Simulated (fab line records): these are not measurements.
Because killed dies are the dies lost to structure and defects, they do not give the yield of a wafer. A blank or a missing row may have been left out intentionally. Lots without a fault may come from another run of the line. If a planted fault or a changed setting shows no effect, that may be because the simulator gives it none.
fab line records -- flow nandHarc
[record] lots = 12, wafers = 36, lastDay = 30
route steps=1302 shown A_CHANNEL_HOLE_D2@603 A_CHANNEL_FILL_D2@614 END@1302
lots with no fault: from the same line, run without faults
startH: the number of hours between the record's first day and the start of the first shown wafer of the lot -- waitH: time in hours since the lot's previous step -- " unchanged from the row above -- L1.1+2: a row that stands for several wafers -- - no value, or no start given -- * or withheld: withheld -- < > ~ a bound
route shown NAME@n: a module of which the file shows steps, and the number in the route of the first -- usual: the fault-free wafers' mean and standard deviation -- same: alike in all rows -- chamber/n: place in a boat -- sites: the reading at each site -- _std_site: standard deviation across them -- _edge_site: the outer-site mean with the inner-site mean subtracted -- radiusMm: how far each site lies from the wafer's centre -- mask NAME#n: copy n -- behind: the tool/chamber that last shaped the wafer -- hold: why the lot was held/for how many hours/how that ended -- device: names the non-switching transistor (n, p or np) -- end of line: at the end of the route, the tests of the same wafers -- a step given without rows: its recipe and nothing more -- killed: dies lost to structure and defects at the first sort, not the wafer's yield -- map: the dies of a wafer, with x for killed, . for not killed, _ for no die there
set.NAME: setting as actually run; set.NAME@STEP: the setting as run at that earlier step -- model.NAME: the simulator's own value behind a step, which no gauge read
one table for each step of the route and one row for each wafer, over a sample of lots
services: from which hour (startH, from the record's first day; less than 0 if before it) a tool's chamber was out of use, for how many hours, and why
[[steps]]
[step NHARC_A_CHANNEL_HOLE_D2_ETCH_44]
[recipe] targetDepthA = 1400, overetchA = 140, timeS = 77, ionEnergyEv = 100, cf4FlowSccm = 80, o2FlowSccm = 20, arFlowSccm = 0, rfW = 300, biasW = 100, chemistry = CF4/O2
[usual] drypumpMotorCurrentA = 5.6/0.49, oesProductAu = 1.001/0.0084, rfVppV = 197.7/1.4, showerheadPlenumPTorr = 1.33/0.055, throttleValvePct = 13.398/0.0087
lot.wafer,tool,chamber,startH,waitH,drypumpMotorCurrentA,oesProductAu,rfHoursCounterH,rfVppV,showerheadPlenumPTorr,throttleValvePct
L361.3,rieDiel-08,0,308.32,0.1,5.8,0.992,7.7,198.7,1.42,13.400
L361.2,rieDiel-08,1,308.32,0.1,5.5,0.978,6.9,196.9,1.29,13.400
L361.6,rieDiel-08,1,308.32,0.1,5.5,0.990,-,196.6,1.29,13.405
L360.3,rieDiel-08,3,308.89,0.1,6.1,0.996,7.7,198.2,1.35,13.395
L360.1,rieDiel-08,0,308.89,0.1,5.9,0.993,7.8,199.5,1.42,13.390
L360.4,rieDiel-08,1,308.89,0.1,5.5,0.982,7.1,196.7,1.29,13.411
L359.3,rieDiel-10,2,312.46,0.1,5.3,1.002,2.5,194.5,1.27,13.421
L359.2,rieDiel-10,3,312.46,0.1,4.7,1.006,2.1,197.4,1.27,13.396
L359.4,rieDiel-10,1,312.46,0.1,5.9,0.991,2.6,197.8,1.32,13.396
L363.4,rieDiel-10,3,339.58,0.1,4.7,0.995,3.5,195.3,1.27,13.398
L363.1,rieDiel-10,0,339.58,0.1,6.2,1.001,3.8,198.8,1.40,13.398
L363.5,rieDiel-10,2,339.58,0.1,5.3,1.006,-,198.2,1.27,13.394
L366.3,rieDiel-10,0,376.09,0.1,6.2,1.005,5.5,200.8,1.40,13.405
L366.2,rieDiel-10,1,376.09,0.1,5.9,0.993,6.4,197.4,1.32,13.401
L366.6,rieDiel-10,3,376.09,0.1,4.7,1.011,-,196.4,1.26,13.400
L367.1,rieDiel-10,2,385.14,0.1,5.3,1.014,6.5,196.6,1.27,13.390
L367.6,rieDiel-10,1,385.14,0.1,5.9,1.004,-,198.4,1.32,13.387
L367.5,rieDiel-10,2,385.14,0.1,5.3,0.992,-,197.2,1.27,13.404
L371.2,rieDiel-08,2,419.61,0.1,5.5,0.999,1.9,196.7,1.27,13.396
L371.4,rieDiel-08,0,419.61,0.1,5.9,0.994,-,199.3,1.42,13.405
L371.6,rieDiel-08,2,419.61,0.1,5.5,1.010,-,196.3,1.27,13.411
L373.2,rieDiel-08,1,434.58,0.1,5.5,0.984,3.5,197.8,1.29,13.402
L373.3,rieDiel-08,2,434.58,0.1,5.4,0.995,3.1,196.4,1.27,13.397
L373.5,rieDiel-08,0,434.58,0.1,5.8,0.997,-,199.5,1.42,13.402
L372.2,rieDiel-10,3,438.36,0.1,4.7,1.003,1.1,195.9,1.26,13.387
L372.5,rieDiel-10,3,438.36,0.1,4.7,1.000,-,196.6,1.26,13.394
L372.6,rieDiel-10,0,438.36,0.1,6.2,1.002,-,200.9,1.40,13.392
L374.2,rieDiel-08,0,438.74,0.1,5.8,1.011,4.6,199.4,1.42,13.400
L374.4,rieDiel-08,1,438.74,0.1,5.5,0.992,3.7,198.1,1.29,13.400
L374.3,rieDiel-08,3,438.74,0.1,6.1,0.986,4.0,197.1,1.34,13.394
L376.2,rieDiel-06,0,452.33,0.1,4.7,1.005,8.4,197.7,1.30,13.398
L376.4,rieDiel-06,0,452.33,0.1,4.7,0.995,-,198.0,1.30,13.399
L376.5,rieDiel-06,2,452.33,0.1,5.8,1.007,-,198.7,1.37,13.387
L375.3,rieDiel-10,0,454.01,0.1,6.2,1.001,2.4,198.5,1.40,13.387
L375.1,rieDiel-10,1,454.01,0.1,6.0,0.997,2.1,197.0,1.32,13.403
L375.2,rieDiel-10,2,454.01,0.1,5.3,1.011,2.1,195.6,1.27,13.401
[step NHARC_A_CHANNEL_HOLE_D2_XSEM_32]
[recipe] landingEnergyEv = 35000
[usual] botCdNm = 74.8/1, bowNm = 8.65/0.3, tiltDeg = 0.08/0.039
lot.wafer,tool,chamber,startH,waitH,botCdNm,bowNm,tiltDeg
L361.2,xsem-02,0,309.24,0.1,74.8,8.59,0.11
L361.3,xsem-02,0,309.24,0.1,74.3,8.64,0.12
L361.6,xsem-02,0,309.24,0.1,74.8,8.64,0.11
L360.1,xsem-01,0,309.77,0.1,73.1,8.53,0.08
L360.3,xsem-01,0,309.77,0.1,74.6,8.55,0.08
L360.4,xsem-01,0,309.77,0.1,75.2,8.61,0.08
L359.2,xsem-02,0,313.36,0.1,74.3,9.14,0.10
L359.3,xsem-02,0,313.36,0.1,74.9,9.16,0.10
L359.4,xsem-02,0,313.36,0.1,75.7,9.26,0.10
L363.1,xsem-01,0,340.45,0.1,75.9,8.48,0.06
L363.4,xsem-01,0,340.45,0.1,73.6,8.34,0.05
L363.5,xsem-01,0,340.45,0.1,73.6,8.34,0.06
L366.2,xsem-02,0,376.98,0.1,74.9,8.60,0.03
L366.3,xsem-02,0,376.98,0.1,76.0,8.51,0.03
L366.6,xsem-02,0,376.98,0.1,75.3,8.49,0.03
L367.1,xsem-02,0,386.02,0.1,75.2,8.47,0.13
L367.5,xsem-02,0,386.02,0.1,74.3,8.43,0.13
L367.6,xsem-02,0,386.02,0.1,74.6,8.38,0.13
L371.2,xsem-01,0,420.63,0.1,74.5,8.82,0.03
L371.4,xsem-01,0,420.63,0.1,73.9,8.98,0.03
L371.6,xsem-01,0,420.63,0.1,74.9,8.79,0.03
L373.2,xsem-01,0,435.44,0.1,75.6,8.80,0.05
L373.3,xsem-01,0,435.44,0.1,73.8,8.74,0.05
L373.5,xsem-01,0,435.44,0.1,73.0,8.72,0.05
L372.2,xsem-02,0,439.26,0.1,77.7,8.46,0.02
L372.5,xsem-02,0,439.26,0.1,75.8,8.48,0.02
L372.6,xsem-02,0,439.26,0.1,77.0,8.54,0.02
L374.2,xsem-01,0,439.62,0.1,74.2,9.11,0.05
L374.3,xsem-01,0,439.62,0.1,76.6,9.14,0.05
L374.4,xsem-01,0,439.62,0.1,76.4,9.11,0.05
L376.2,xsem-01,0,453.34,0.1,74.8,8.57,0.08
L376.4,xsem-01,0,453.34,0.1,75.9,8.64,0.07
L376.5,xsem-01,0,453.34,0.1,76.2,8.59,0.07
L375.1,xsem-02,0,454.89,0.1,76.4,8.47,0.06
L375.2,xsem-02,0,454.89,0.1,75.5,8.41,0.06
L375.3,xsem-02,0,454.89,0.1,76.2,8.41,0.06
[step NHARC_A_CHANNEL_FILL_D2_ALD_14]
[recipe] targetThkA = 25, pulseTimeS = 10, aldCycles = 25, tempC = 300, material = SiO2
[usual] aldCycles = 25/0, heaterPowerW = 468/30, precursorPulseHeightRel = 0.997/0.021, susceptorTempC = 300.00/0.2
lot.wafer,tool,chamber,startH,waitH,aldCycles,heaterPowerW,precursorPulseHeightRel,sinceWetCleanH,susceptorTempC
L360.4,aldHk-02,3,316.55,0.1,25,526,0.928,136,299.76
L360.1,aldHk-02,0,316.55,0.1,25,444,0.981,136,300.14
L360.3,aldHk-02,1,316.55,0.1,25,464,1.004,136,299.84
L361.3,aldHk-04,3,316.59,0.1,25,456,0.986,49,299.98
L361.2,aldHk-04,0,316.59,0.1,25,463,0.957,49,300.03
L361.6,aldHk-04,2,316.59,0.1,25,437,1.014,-,299.89
L359.3,aldHk-02,2,320.65,0.0,25,521,1.002,140,-
L359.4,aldHk-02,0,320.65,0.0,25,429,0.990,140,-
L359.2,aldHk-02,1,320.65,0.0,25,471,1.027,140,-
L363.1,aldHk-03,1,349.43,1.6,25,472,1.055,126,300.09
L363.4,aldHk-03,3,349.43,1.6,25,463,0.986,126,300.02
L363.5,aldHk-03,1,349.43,1.6,25,460,0.996,-,299.88
L366.2,aldHk-03,0,384.36,0.0,25,461,0.985,160,299.76
L366.3,aldHk-03,2,384.36,0.0,25,500,0.977,161,300.02
L366.6,aldHk-03,1,384.36,0.0,25,467,0.984,-,299.79
L367.1,aldHk-02,0,394.06,0.8,25,413,0.985,35,-
L367.6,aldHk-02,0,394.06,0.8,25,434,1.008,-,-
L367.5,aldHk-02,1,394.06,0.8,25,452,1.003,-,-
L371.4,aldHk-02,1,428.00,0.1,25,474,1.018,69,300.06
L371.2,aldHk-02,2,428.00,0.1,25,510,1.012,69,299.93
L371.6,aldHk-02,1,428.00,0.1,25,464,0.970,-,300.11
L373.2,aldHk-03,1,442.74,0.1,25,448,1.026,41,299.82
L373.3,aldHk-03,3,442.74,0.1,25,428,0.986,41,300.10
L373.5,aldHk-03,0,442.74,0.1,25,458,1.032,-,300.15
L372.2,aldHk-03,3,448.74,2.2,25,434,0.970,47,300.35
L372.6,aldHk-03,3,448.74,2.2,25,424,0.998,-,300.25
L372.5,aldHk-03,0,448.74,2.2,25,470,0.967,-,300.26
L374.4,aldHk-04,3,448.98,2.5,25,455,0.985,3,299.73
L374.2,aldHk-04,0,448.98,2.5,25,469,0.999,3,299.93
L374.3,aldHk-04,1,448.98,2.5,25,451,1.003,3,300.22
L376.2,aldHk-02,3,460.71,0.1,25,526,0.995,101,299.94
L376.4,aldHk-02,1,460.71,0.1,25,468,0.975,101,300.25
L376.5,aldHk-02,2,460.71,0.1,25,531,1.018,-,300.01
L375.2,aldHk-04,3,460.72,0.1,25,470,0.974,15,299.80
L375.3,aldHk-04,0,460.72,0.1,25,474,0.961,15,299.84
L375.1,aldHk-04,1,460.72,0.1,25,453,1.010,15,300.07
[step NHARC_A_CHANNEL_FILL_D2_ALD_25]
[recipe] targetThkA = 600, pulseTimeS = 10, aldCycles = 600, tempC = 300, material = SiOx
[usual] aldCycles = 600/0, heaterPowerW = 468/32, precursorPulseHeightRel = 0.995/0.02, susceptorTempC = 300.01/0.19
lot.wafer,tool,chamber,startH,waitH,aldCycles,heaterPowerW,precursorPulseHeightRel,sinceWetCleanH,susceptorTempC
L361.3,aldHk-02,1,345.70,0.0,600,454,0.981,166,299.88
L361.2,aldHk-02,0,347.58,1.9,600,431,1.014,168,299.77
L361.6,aldHk-02,1,347.58,1.9,600,471,0.969,-,299.96
L360.4,aldHk-03,3,346.32,0.7,600,472,0.999,124,300.03
L360.3,aldHk-03,0,346.32,0.7,600,473,1.001,124,299.98
L360.1,aldHk-03,1,346.32,0.7,600,474,1.019,125,300.04
L359.2,aldHk-04,1,351.54,2.3,600,471,0.984,85,300.33
L359.4,aldHk-04,2,351.54,2.3,600,446,0.984,86,300.02
L359.3,aldHk-04,3,351.54,2.3,600,454,0.984,86,300.38
L363.1,aldHk-03,1,378.61,0.1,600,472,0.990,156,300.01
L363.4,aldHk-03,2,378.61,0.1,600,501,0.985,157,299.92
L363.5,aldHk-03,1,381.04,2.5,600,464,1.005,-,299.78
L366.3,aldHk-04,2,415.65,0.1,600,459,0.969,149,300.26
L366.2,aldHk-04,1,417.50,1.9,600,480,0.980,151,300.06
L366.6,aldHk-04,2,417.50,1.9,600,447,1.007,-,300.29
L367.1,aldHk-03,3,426.48,0.1,600,415,0.987,26,299.89
L367.5,aldHk-03,3,428.91,2.5,600,423,0.993,-,300.04
L367.6,aldHk-03,0,428.91,2.5,600,450,0.973,-,300.38
L371.4,aldHk-03,2,458.40,0.7,600,524,1.007,58,-
L371.2,aldHk-03,3,458.40,0.7,600,418,0.985,58,-
L371.6,aldHk-03,1,460.21,2.5,600,455,1.007,-,-
L373.2,aldHk-03,1,474.93,0.7,558,448,1.005,74,299.94
L373.3,aldHk-03,3,476.17,1.9,558,431,0.991,75,299.99
L373.5,aldHk-03,1,477.41,3.2,558,442,0.989,-,299.93
L374.2,aldHk-03,2,479.38,0.7,558,510,0.984,79,299.90
L374.4,aldHk-03,3,479.38,0.7,558,413,1.034,79,299.96
L374.3,aldHk-03,0,479.38,0.7,558,457,0.992,80,299.83
L372.2,aldHk-02,3,479.39,0.7,600,522,0.996,121,299.85
L372.6,aldHk-02,2,481.25,2.5,600,531,1.013,-,299.81
L372.5,aldHk-02,3,481.25,2.5,600,524,0.984,-,299.82
L375.2,aldHk-04,1,491.20,0.1,600,457,0.993,47,300.00
L375.1,aldHk-04,2,491.20,0.1,600,440,0.973,47,299.99
L375.3,aldHk-04,0,493.05,1.9,600,475,1.014,48,299.91
L376.2,aldHk-03,0,492.44,1.3,558,460,1.010,92,300.01
L376.4,aldHk-03,1,492.44,1.3,558,447,0.957,92,299.84
L376.5,aldHk-03,2,492.44,1.3,558,511,0.974,-,300.24
[step NHARC_END_SORT_01]
[recipe] tempC = 25
[usual] killedAtArray = 56/21, killedAtOther = 1.2/1.6, killedAtPeriphery = 3.7/2.5, killedDies = 61/21, killedOpen = 3.1/1.8, killedShort = 2.8/1.7
[same] grossDies = 677
lot.wafer,tool,chamber,startH,waitH,killedAtArray,killedAtOther,killedAtPeriphery,killedDies,killedOpen,killedShort
L374.2,prober-01,0,699.11,2.8,68,0,1,69,2,4
L374.3,prober-01,0,699.91,3.1,70,0,1,71,4,1
L374.4,prober-01,0,700.71,3.4,72,0,3,75,0,3
// killed by level:class
L374.2 A_SLIT:chamberFilmFlake=28 A_CHANNEL_HOLE_D2:chamberFilmFlake=19 A_CHANNEL_HOLE_D1:chamberFilmFlake=9 A_CONTACT:chamberFilmFlake=4 A_WL_FILL:geometricParticle:short=2 A_CHANNEL_FILL_D1:chamberFilmFlake=2 P_GATE:geometricParticle:open=1 A_CHANNEL_FILL_D1:geometricParticle:open=1
L374.3 A_CHANNEL_HOLE_D2:chamberFilmFlake=27 A_SLIT:chamberFilmFlake=24 A_CHANNEL_HOLE_D1:chamberFilmFlake=6 A_CHANNEL_FILL_D1:chamberFilmFlake=4 A_CHANNEL_FILL_D1:geometricParticle:open=2 A_ZERO_WELL:chamberFilmFlake=2 A_CONTACT:chamberFilmFlake=2 A_ONON_D1:geometricParticle:open=1
L374.4 A_SLIT:chamberFilmFlake=28 A_CHANNEL_HOLE_D2:chamberFilmFlake=23 A_CONTACT:chamberFilmFlake=7 A_CHANNEL_HOLE_D1:chamberFilmFlake=4 A_STAIRCASE:chamberFilmFlake=3 P_ZERO_WELL:chamberFilmFlake=2 A_CHANNEL_FILL_D1:chamberFilmFlake=2 A_DECK1_JOINT:chamberFilmFlake=1
[[services]]
tool,chamber,startH,hours,kind
rieDiel-06,1,294.07,1.2,repair
rieDiel-06,-,307.20,9.0,pm
aldHk-03,-,311.49,0.8,repair
xsem-01,-,328.82,0.9,repair
aldHk-04,-,337.39,2.4,repair
rieDiel-06,1,346.24,2.7,repair
rieDiel-06,-,352.70,0.6,repair
aldHk-04,-,356.48,0.7,repair
rieDiel-08,-,368.47,9.0,pm
xsem-01,-,374.00,14.0,pm
rieDiel-10,-,385.97,0.3,repair
aldHk-03,-,391.92,10.0,pm
aldHk-03,0,391.92,10.0,ventCycle
aldHk-03,1,391.92,10.0,ventCycle
aldHk-03,2,391.92,10.0,ventCycle
rieDiel-08,3,406.64,4.4,repair
rieDiel-08,1,419.10,2.9,repair
rieDiel-10,-,419.50,9.0,pm
aldHk-04,-,435.83,10.0,pm
rieDiel-06,1,444.34,9.5,repair
aldHk-04,-,466.97,2.1,repair
rieDiel-08,2,478.28,7.9,repair
rieDiel-06,-,484.20,9.0,pm
aldHk-04,-,487.39,0.2,repair
[[key]]
[firstSign] step = NHARC_A_CHANNEL_FILL_D2_ALD_25, reading = aldCycles, direction = down, sigmas = 99+, usual = 600, struck = 558
effect none on later readings
metAt NHARC_A_CHANNEL_FILL_D2_ALD_25
struckLots L373,L374,L376
testerLeftOut L373,L374,L376
notActingAt NHARC_A_CHANNEL_HOLE_D2_ETCH_44,NHARC_A_CHANNEL_HOLE_D2_XSEM_32,NHARC_A_CHANNEL_FILL_D2_ALD_14
[fault] kind = processParameterDrift, tool = aldHk-03, chamber = -, onsetH = 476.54, steps = NHARC_A_CHANNEL_FILL_D2_ALD_25, channel = aldCycles, offset = -42, shape = step, endH = 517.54, actsIn = theseRecipesOnly, stated = 600
// testerLeftOut: of these lots the tester's yield and bins aren't shown, on N5 and GAA mostly nor the transistor test; their killed dies are dies lost to structure and defects alone, not to doping, threshold or leakage, so they don't give the yield
